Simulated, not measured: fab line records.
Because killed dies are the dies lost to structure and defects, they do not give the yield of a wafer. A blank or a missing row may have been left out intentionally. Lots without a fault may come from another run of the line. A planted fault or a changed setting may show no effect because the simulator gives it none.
Which tool was responsible? + flow n5-finfet + Sampling: 24 lots, 72 wafers, 6 of 1938 route steps

== WHAT THE GAUGES READ, wafer by wafer ==
N5_DUMMY_GATE_INSPECT_27: inspects for defects (brightfield).
| lot  | measured    | on                | raw-defect-count |
|------|-------------|-------------------|------------------|
| L074 | day 2 23:02 | defect-inspect-01 | 239 233 307      |
| L075 | day 3 06:59 | defect-inspect-02 | 323 395 327      |
| L076 | day 3 20:11 | defect-inspect-02 | 297 439 376      |
| L077 | day 4 02:43 | defect-inspect-01 | 295 338 250      |
| L078 | day 4 06:29 | defect-inspect-01 | 292 348 413      |
| L079 | day 4 10:35 | defect-inspect-02 | 334 444 329      |
| L080 | day 4 13:13 | defect-inspect-01 | 283 241 190      |
| L081 | day 4 18:23 | defect-inspect-02 | 419 266 271      |
| L082 | day 4 22:56 | defect-inspect-02 | 325 503 490      |
| L083 | day 5 07:37 | defect-inspect-01 | 515 502 385      |
| L084 | day 5 12:49 | defect-inspect-02 | 383 614 641      |
| L085 | day 5 19:31 | defect-inspect-02 | 251 209 294      |
| L086 | day 6 02:01 | defect-inspect-01 | 468 259 315      |
| L087 | day 6 06:28 | defect-inspect-02 | 272 304 218      |
| L088 | day 6 11:52 | defect-inspect-01 | 217 274 283      |
| L089 | day 6 18:43 | defect-inspect-02 | 313 381 312      |
| L090 | day 6 23:46 | defect-inspect-01 | 493 458 376      |
| L091 | day 7 06:19 | defect-inspect-02 | 244 302 294      |
| L092 | day 7 16:26 | defect-inspect-01 | 431 358 438      |
| L093 | day 7 21:16 | defect-inspect-01 | 442 327 283      |
| L094 | day 8 00:11 | defect-inspect-02 | 363 300 399      |
| L095 | day 8 05:39 | defect-inspect-01 | 357 296 322      |
| L096 | day 8 14:51 | defect-inspect-02 | 340 288 348      |
| L097 | day 8 20:51 | defect-inspect-01 | 431 307 266      |

N5_SD_EPI_P_CD_MEAS_09: target cd 240 nm.
| lot  | measured    | on        | cd-nm (nm)        |
|------|-------------|-----------|-------------------|
| L074 | day 3 04:24 | cd-sem-03 | 240.6 240.9 240.3 |
| L075 | day 3 12:40 | cd-sem-02 | 238.2 239.5 239.0 |
| L076 | day 4 02:41 | cd-sem-02 | 237.8 239.2 239.4 |
| L077 | day 4 08:46 | cd-sem-01 | 240.9 240.6 239.9 |
| L078 | day 4 12:21 | cd-sem-03 | 240.1 240.6 241.9 |
| L079 | day 4 17:18 | cd-sem-02 | 242.2 240.5 241.5 |
| L080 | day 4 20:06 | cd-sem-01 | 240.7 241.9 243.3 |
| L081 | day 5 03:54 | cd-sem-02 | 240.4 239.9 239.1 |
| L082 | day 5 05:55 | cd-sem-03 | 240.4 240.1 240.0 |
| L083 | day 5 14:15 | cd-sem-01 | 238.8 237.3 237.8 |
| L084 | day 5 19:06 | cd-sem-01 | 239.3 239.6 239.3 |
| L085 | day 6 02:10 | cd-sem-01 | 239.2 239.5 239.1 |
| L086 | day 6 08:06 | cd-sem-02 | 240.2 242.7 241.9 |
| L087 | day 6 12:31 | cd-sem-02 | 241.6 240.9 241.3 |
| L088 | day 6 19:19 | cd-sem-03 | 241.3 240.0 240.2 |
| L089 | day 7 01:22 | cd-sem-03 | 238.3 238.9 237.6 |
| L090 | day 7 07:41 | cd-sem-03 | 239.0 238.0 239.0 |
| L091 | day 7 13:19 | cd-sem-01 | 239.2 239.4 239.8 |
| L092 | day 7 23:08 | cd-sem-01 | 238.7 239.6 239.4 |
| L093 | day 8 02:35 | cd-sem-03 | 238.6 238.1 238.9 |
| L094 | day 8 06:44 | cd-sem-03 | 239.8 238.9 239.3 |
| L095 | day 8 12:15 | cd-sem-03 | 239.7 238.8 238.9 |
| L096 | day 8 21:11 | cd-sem-01 | 238.9 239.5 238.7 |
| L097 | day 9 02:43 | cd-sem-03 | 238.1 238.0 237.3 |

N5_ILD0_THK_MEAS_08.
| lot  | measured    | on            | thk-nm (nm)       |
|------|-------------|---------------|-------------------|
| L074 | day 3 11:59 | film-metro-02 | 137.2 139.8 140.7 |
| L075 | day 3 22:13 | film-metro-01 | 140.5 140.0 138.7 |
| L076 | day 4 11:37 | film-metro-02 | 139.0 139.8 139.9 |
| L077 | day 4 17:24 | film-metro-01 | 140.6 138.0 137.1 |
| L078 | day 4 20:28 | film-metro-02 | 136.0 137.4 136.1 |
| L079 | day 5 02:22 | film-metro-01 | 139.5 138.5 140.8 |
| L080 | day 5 05:00 | film-metro-01 | 139.5 135.8 139.3 |
| L081 | day 5 12:20 | film-metro-02 | 138.1 138.3 138.1 |
| L082 | day 5 14:26 | film-metro-02 | 136.4 137.7 139.3 |
| L083 | day 5 23:10 | film-metro-02 | 141.3 140.0 140.1 |
| L084 | day 6 04:07 | film-metro-02 | 138.3 139.5 139.1 |
| L085 | day 6 10:53 | film-metro-01 | 140.7 141.4 140.3 |
| L086 | day 6 15:42 | film-metro-01 | 139.2 140.7 139.7 |
| L087 | day 6 21:13 | film-metro-02 | 138.3 137.7 139.7 |
| L088 | day 7 03:38 | film-metro-01 | 139.6 138.9 140.1 |
| L089 | day 7 08:58 | film-metro-01 | 140.7 141.2 140.8 |
| L090 | day 7 15:24 | film-metro-02 | 139.3 140.1 142.0 |
| L091 | day 7 21:30 | film-metro-02 | 140.5 141.0 140.2 |
| L092 | day 8 06:44 | film-metro-01 | 138.9 138.6 138.5 |
| L093 | day 8 10:13 | film-metro-01 | 139.8 138.4 137.9 |
| L094 | day 8 15:37 | film-metro-01 | 140.3 137.9 137.6 |
| L095 | day 8 21:34 | film-metro-01 | 138.5 139.5 139.9 |
| L096 | day 9 05:55 | film-metro-02 | 138.2 139.9 138.8 |
| L097 | day 9 10:21 | film-metro-01 | 138.0 139.4 137.4 |

== EACH LOT AND THE TOOL THAT RAN IT (in order: tool; ch and the chambers of the sampled wafers; start) ==
| lot  | N5_DUMMY_GATE_ETCH_32           | N5_SD_EPI_N_ETCH_45               | N5_SD_EPI_N_ETCH_16               |
|------|---------------------------------|-----------------------------------|-----------------------------------|
| L074 | rie-si-05 ch 1,2, day 2 22:29   | rie-diel-04 ch 0,3, day 3 00:39   | rie-diel-04 ch 0,3, day 3 00:45   |
| L075 | rie-si-02 ch 0,1,3, day 3 06:22 | rie-diel-03 ch 0,1,3, day 3 08:49 | rie-diel-03 ch 0,1,3, day 3 08:55 |
| L076 | rie-si-02 ch 0,2, day 3 19:43   | rie-diel-03 ch 0,1,2, day 3 22:07 | rie-diel-03 ch 0,1,2, day 3 22:13 |
| L077 | rie-si-06 ch 0,2,3, day 4 02:08 | rie-diel-04 ch 0,3, day 4 04:12   | rie-diel-04 ch 0,3, day 4 04:18   |
| L078 | rie-si-06 ch 1,2, day 4 06:01   | rie-diel-04 ch 0,1,3, day 4 08:24 | rie-diel-04 ch 0,1,3, day 4 08:30 |
| L079 | rie-si-05 ch 0,1,3, day 4 09:59 | rie-diel-03 ch 0,1,3, day 4 12:25 | rie-diel-03 ch 0,1,3, day 4 12:31 |
| L080 | rie-si-06 ch 0,2,3, day 4 12:44 | rie-diel-04 ch 0,3, day 4 15:10   | rie-diel-04 ch 0,3, day 4 15:16   |
| L081 | rie-si-05 ch 1,2,3, day 4 17:55 | rie-diel-04 ch 0,1, day 4 21:22   | rie-diel-04 ch 0,1, day 4 21:28   |
| L082 | rie-si-02 ch 0,2,3, day 4 22:26 | rie-diel-03 ch 0,3, day 5 01:29   | rie-diel-03 ch 0,3, day 5 01:35   |
| L083 | rie-si-05 ch 1,2,3, day 5 07:07 | rie-diel-02 ch 1,3, day 5 09:44   | rie-diel-02 ch 1,3, day 5 09:50   |
| L084 | rie-si-06 ch 0,1,3, day 5 12:20 | rie-diel-03 ch 1,3, day 5 14:26   | rie-diel-03 ch 1,3, day 5 14:32   |
| L085 | rie-si-05 ch 2,3, day 5 19:01   | rie-diel-02 ch 2,3, day 5 21:07   | rie-diel-02 ch 2,3, day 5 21:13   |
| L086 | rie-si-02 ch 1,3, day 6 01:28   | rie-diel-02 ch 1,2,3, day 6 03:40 | rie-diel-02 ch 1,2,3, day 6 03:46 |
| L087 | rie-si-05 ch 2,3, day 6 05:59   | rie-diel-04 ch 0,1,2, day 6 08:08 | rie-diel-04 ch 0,1,2, day 6 08:12 |
| L088 | rie-si-02 ch 0,2,3, day 6 11:23 | rie-diel-02 ch 1,2,3, day 6 13:29 | rie-diel-02 ch 1,2,3, day 6 13:35 |
| L089 | rie-si-06 ch 0,2,3, day 6 18:13 | rie-diel-04 ch 1,3, day 6 20:43   | rie-diel-04 ch 1,3, day 6 20:49   |
| L090 | rie-si-02 ch 0,1,2, day 6 23:17 | rie-diel-02 ch 0,1,2, day 7 03:22 | rie-diel-02 ch 0,1,2, day 7 03:28 |
| L091 | rie-si-02 ch 1,2,3, day 7 05:49 | rie-diel-04 ch 3, day 7 08:58     | rie-diel-04 ch 3, day 7 09:16     |
| L092 | rie-si-06 ch 0,2,3, day 7 15:57 | rie-diel-02 ch 0,1, day 7 19:14   | rie-diel-02 ch 0,1, day 7 19:20   |
| L093 | rie-si-02 ch 0,1,2, day 7 20:47 | rie-diel-02 ch 2,3, day 7 22:45   | rie-diel-02 ch 2,3, day 7 22:51   |
| L094 | rie-si-06 ch 0,2,3, day 7 23:42 | rie-diel-02 ch 1,2, day 8 01:50   | rie-diel-02 ch 1,2, day 8 01:56   |
| L095 | rie-si-05 ch 0,1, day 8 05:10   | rie-diel-03 ch 0,3, day 8 07:08   | rie-diel-03 ch 0,3, day 8 07:14   |
| L096 | rie-si-06 ch 0,1, day 8 14:15   | rie-diel-04 ch 2,3, day 8 16:27   | rie-diel-04 ch 2,3, day 8 16:33   |
| L097 | rie-si-02 ch 1,2,3, day 8 20:22 | rie-diel-03 ch 0,2, day 8 22:56   | rie-diel-03 ch 0,2, day 8 23:02   |
- N5_DUMMY_GATE_ETCH_32: etches SiO2 in CF4, target depth 3.5 nm, time 3.9 s.
- N5_SD_EPI_N_ETCH_45: etches SiOCN in CH3F/O2, target depth 6 nm.
- N5_SD_EPI_N_ETCH_16: etches SiO2 in CHF3/O2, target depth 5 nm.

== AS READ BY THE TOOLS THEMSELVES (means over the sampled wafers that have a number; for cases with no such wafer, the mark the record gives instead) ==
N5_DUMMY_GATE_ETCH_32.
| lot  | tool      | chamber-pressure-mTorr (mTorr) | drypump-motor-current-A (A) | oes-product-au (a.u.) | rf-fwd-power-W (W) | throttle-valve-pct (%) |
|------|-----------|--------------------------------|-----------------------------|-----------------------|--------------------|------------------------|
| L074 | rie-si-05 | 9.997                          | 5.5                         | 1.016                 | 789                | 21.5                   |
| L075 | rie-si-02 | 10.004                         | 5.9                         | 1.008                 | 791                | 22.0                   |
| L076 | rie-si-02 | 10.000                         | 5.6                         | 1.003                 | 782                | 22.1                   |
| L077 | rie-si-06 | 10.002                         | 5.4                         | 1.002                 | 790                | 21.6                   |
| L078 | rie-si-06 | 9.994                          | 5.4                         | 0.963                 | 787                | 21.7                   |
| L079 | rie-si-05 | 10.008                         | 5.5                         | 0.985                 | 789                | 21.9                   |
| L080 | rie-si-06 | 9.997                          | 5.4                         | 0.992                 | 791                | 21.6                   |
| L081 | rie-si-05 | 10.005                         | 5.5                         | 1.007                 | 788                | 21.7                   |
| L082 | rie-si-02 | 9.992                          | 5.9                         | 1.015                 | 787                | 22.1                   |
| L083 | rie-si-05 | 9.996                          | 5.5                         | 0.998                 | 790                | 21.7                   |
| L084 | rie-si-06 | 10.002                         | 5.4                         | 1.000                 | 786                | 21.6                   |
| L085 | rie-si-05 | 10.000                         | 5.4                         | 0.995                 | 789                | 21.7                   |
| L086 | rie-si-02 | 9.999                          | 6.3                         | 1.012                 | 794                | 22.1                   |
| L087 | rie-si-05 | 9.997                          | 5.4                         | 0.998                 | 790                | 21.6                   |
| L088 | rie-si-02 | 10.005                         | 5.9                         | 1.007                 | 788                | 22.1                   |
| L089 | rie-si-06 | 10.006                         | 5.4                         | 0.995                 | 791                | 21.6                   |
| L090 | rie-si-02 | 9.993                          | 5.6                         | 1.003                 | 785                | 22.2                   |
| L091 | rie-si-02 | 10.001                         | 6.0                         | 1.015                 | 792                | 22.2                   |
| L092 | rie-si-06 | 10.004                         | 5.4                         | 0.999                 | 790                | 21.6                   |
| L093 | rie-si-02 | 9.996                          | 5.7                         | 1.017                 | 785                | 22.2                   |
| L094 | rie-si-06 | 9.993                          | 5.4                         | 1.005                 | 789                | 21.6                   |
| L095 | rie-si-05 | 10.000                         | 5.4                         | 0.990                 | 789                | 21.9                   |
| L096 | rie-si-06 | 9.997                          | 5.6                         | 0.994                 | 790                | 21.6                   |
| L097 | rie-si-02 | 9.999                          | 6.0                         | 1.022                 | 792                | 22.2                   |

N5_SD_EPI_N_ETCH_45.
| lot  | tool        | chamber-pressure-mTorr (mTorr) | drypump-motor-current-A (A) | oes-product-au (a.u.) | rf-fwd-power-W (W) | rf-vpp-V (V) | showerhead-plenum-p-Torr (Torr) | throttle-valve-pct (%) |
|------|-------------|--------------------------------|-----------------------------|-----------------------|--------------------|--------------|---------------------------------|------------------------|
| L074 | rie-diel-04 | 14.999                         | 5.9                         | 0.72                  | 409.0              | 128.6        | 2.05                            | 23.31                  |
| L075 | rie-diel-03 | 15.005                         | 5.2                         | 0.78                  | 409.1              | 128.3        | 1.97                            | 23.17                  |
| L076 | rie-diel-03 | 14.985                         | 5.3                         | 0.80                  | 408.5              | 126.8        | 1.98                            | 23.25                  |
| L077 | rie-diel-04 | 15.008                         | 5.9                         | 0.71                  | 407.8              | 127.4        | 2.05                            | 23.21                  |
| L078 | rie-diel-04 | 14.998                         | 5.8                         | 0.73                  | 409.1              | 127.5        | 2.03                            | 23.34                  |
| L079 | rie-diel-03 | 14.998                         | 5.2                         | 0.77                  | 407.8              | 128.3        | 1.97                            | 23.18                  |
| L080 | rie-diel-04 | 14.995                         | 5.9                         | 0.70                  | 408.2              | 128.6        | 2.05                            | 23.21                  |
| L081 | rie-diel-04 | 15.001                         | 5.7                         | 0.76                  | 409.3              | 127.5        | 2.03                            | 23.36                  |
| L082 | rie-diel-03 | 15.006                         | 5.0                         | 0.85                  | 409.5              | 128.2        | 1.98                            | 23.24                  |
| L083 | rie-diel-02 | 15.003                         | 5.6                         | 0.70                  | 407.8              | 127.3        | 1.97                            | 23.39                  |
| L084 | rie-diel-03 | 14.995                         | 5.1                         | 0.68                  | 407.2              | 126.5        | 1.91                            | 23.28                  |
| L085 | rie-diel-02 | 15.009                         | 5.5                         | 0.72                  | 406.8              | 127.6        | 2.00                            | 23.22                  |
| L086 | rie-diel-02 | 14.991                         | 5.5                         | 0.73                  | 408.0              | 127.1        | 2.01                            | 23.32                  |
| L087 | rie-diel-04 | 14.995                         | 5.9                         | 0.72                  | 409.1              | 126.2        | 1.98                            | 23.36                  |
| L088 | rie-diel-02 | 14.997                         | 5.5                         | 0.73                  | 408.3              | 127.3        | 2.01                            | 23.34                  |
| L089 | rie-diel-04 | 14.994                         | 5.9                         | 0.90                  | 408.3              | 128.1        | 2.02                            | 23.31                  |
| L090 | rie-diel-02 | 14.996                         | 5.7                         | 0.77                  | 408.0              | 126.9        | 2.03                            | 23.45                  |
| L091 | rie-diel-04 | 14.999                         | 6.0                         | 0.94                  | 408.9              | 127.4        | 2.02                            | 23.21                  |
| L092 | rie-diel-02 | 15.012                         | 5.8                         | 0.74                  | 408.1              | 127.0        | 1.99                            | 23.63                  |
| L093 | rie-diel-02 | 15.000                         | 5.5                         | 0.91                  | 408.4              | 127.8        | 2.00                            | 23.09                  |
| L094 | rie-diel-02 | 14.989                         | 5.3                         | 0.74                  | 408.7              | 127.9        | 2.04                            | 23.29                  |
| L095 | rie-diel-03 | 15.010                         | 4.9                         | 0.93                  | 408.7              | 127.9        | 2.09                            | 23.07                  |
| L096 | rie-diel-04 | 15.007                         | 6.1                         | 0.94                  | 408.6              | 128.7        | 2.09                            | 23.21                  |
| L097 | rie-diel-03 | 15.006                         | 5.1                         | 0.80                  | 407.2              | 127.5        | 1.97                            | 23.36                  |

N5_SD_EPI_N_ETCH_16.
| lot  | tool        | chamber-pressure-mTorr (mTorr) | drypump-motor-current-A (A) | oes-product-au (a.u.) | rf-fwd-power-W (W) | rf-vpp-V (V) | showerhead-plenum-p-Torr (Torr) | throttle-valve-pct (%) |
|------|-------------|--------------------------------|-----------------------------|-----------------------|--------------------|--------------|---------------------------------|------------------------|
| L074 | rie-diel-04 | 30.011                         | 5.9                         | 0.72                  | 644.8              | 536          | 2.47                            | 18.98                  |
| L075 | rie-diel-03 | 30.000                         | 5.2                         | 0.79                  | 644.1              | 532          | 2.38                            | 18.82                  |
| L076 | rie-diel-03 | 30.039                         | 5.3                         | 0.80                  | 644.4              | 527          | 2.39                            | 18.83                  |
| L077 | rie-diel-04 | 30.005                         | 5.9                         | 0.70                  | 644.3              | 522          | 2.48                            | 18.88                  |
| L078 | rie-diel-04 | 29.970                         | 5.8                         | 0.73                  | 645.4              | 526          | 2.46                            | 18.99                  |
| L079 | rie-diel-03 | 30.021                         | 5.2                         | 0.77                  | 642.6              | 533          | 2.38                            | 18.83                  |
| L080 | rie-diel-04 | 30.003                         | 5.9                         | 0.71                  | 644.0              | 521          | 2.48                            | 18.87                  |
| L081 | rie-diel-04 | 29.991                         | 5.7                         | 0.76                  | 644.7              | 519          | 2.45                            | 18.99                  |
| L082 | rie-diel-03 | 29.984                         | 5.0                         | 0.85                  | 643.0              | 537          | 2.39                            | 18.89                  |
| L083 | rie-diel-02 | 30.010                         | 5.6                         | 0.70                  | 644.7              | 520          | 2.38                            | 19.03                  |
| L084 | rie-diel-03 | 29.982                         | 5.2                         | 0.69                  | 644.8              | 536          | 2.31                            | 18.94                  |
| L085 | rie-diel-02 | 29.999                         | 5.5                         | 0.72                  | 643.5              | 516          | 2.42                            | 18.84                  |
| L086 | rie-diel-02 | 30.006                         | 5.5                         | 0.72                  | 644.0              | 519          | 2.42                            | 18.91                  |
| L087 | rie-diel-04 | 29.989                         | 5.9                         | 0.71                  | 642.1              | 515          | 2.40                            | 18.98                  |
| L088 | rie-diel-02 | 30.008                         | 5.5                         | 0.72                  | 641.5              | 519          | 2.42                            | 18.93                  |
| L089 | rie-diel-04 | 30.001                         | 5.9                         | 0.90                  | 644.9              | 539          | 2.44                            | 18.89                  |
| L090 | rie-diel-02 | 29.986                         | 5.7                         | 0.78                  | 642.4              | 517          | 2.44                            | 18.98                  |
| L091 | rie-diel-04 | 30.012                         | 6.0                         | 0.94                  | 643.7              | 548          | 2.45                            | 18.79                  |
| L092 | rie-diel-02 | 29.985                         | 5.8                         | 0.73                  | 641.7              | 521          | 2.40                            | 19.18                  |
| L093 | rie-diel-02 | 29.983                         | 5.5                         | 0.92                  | 643.8              | 517          | 2.42                            | 18.62                  |
| L094 | rie-diel-02 | 29.992                         | 5.3                         | 0.75                  | 644.1              | 520          | 2.47                            | 18.82                  |
| L095 | rie-diel-03 | 29.997                         | 4.9                         | 0.92                  | 644.4              | 548          | 2.53                            | 18.73                  |
| L096 | rie-diel-04 | 29.979                         | 6.1                         | 0.94                  | 640.0              | 530          | 2.53                            | 18.74                  |
| L097 | rie-diel-03 | 30.012                         | 5.1                         | 0.81                  | 642.9              | 531          | 2.40                            | 18.96                  |

== THE ANSWER, worked out from the rows above alone ==
Rule: what is usual is taken from the lots themselves. Put in order of their means at a reading, lots are off if they are a third of the lots or fewer, leave a main group of 4 or more, and stand apart from it by a gap of 3 or more times the standard deviation of the main group's means; of several such gaps the widest counts. If all means in a main group match to the digits the tables above print for the reading, that group is not used. Also off: a lot with no number at a reading for which 4 or more lots have one. The other lots that the step has rows for count as sound. First the gauges in route order, then the tools' own readings, where a lot's mean is used as printed above. At the first step where some lot is off, the reading lying furthest off is the one used; lots without a number count as furthest.
No lot is off at any reading shown: from this, nothing can be told.

== WHAT THE SIMULATOR HAD PUT IN ==
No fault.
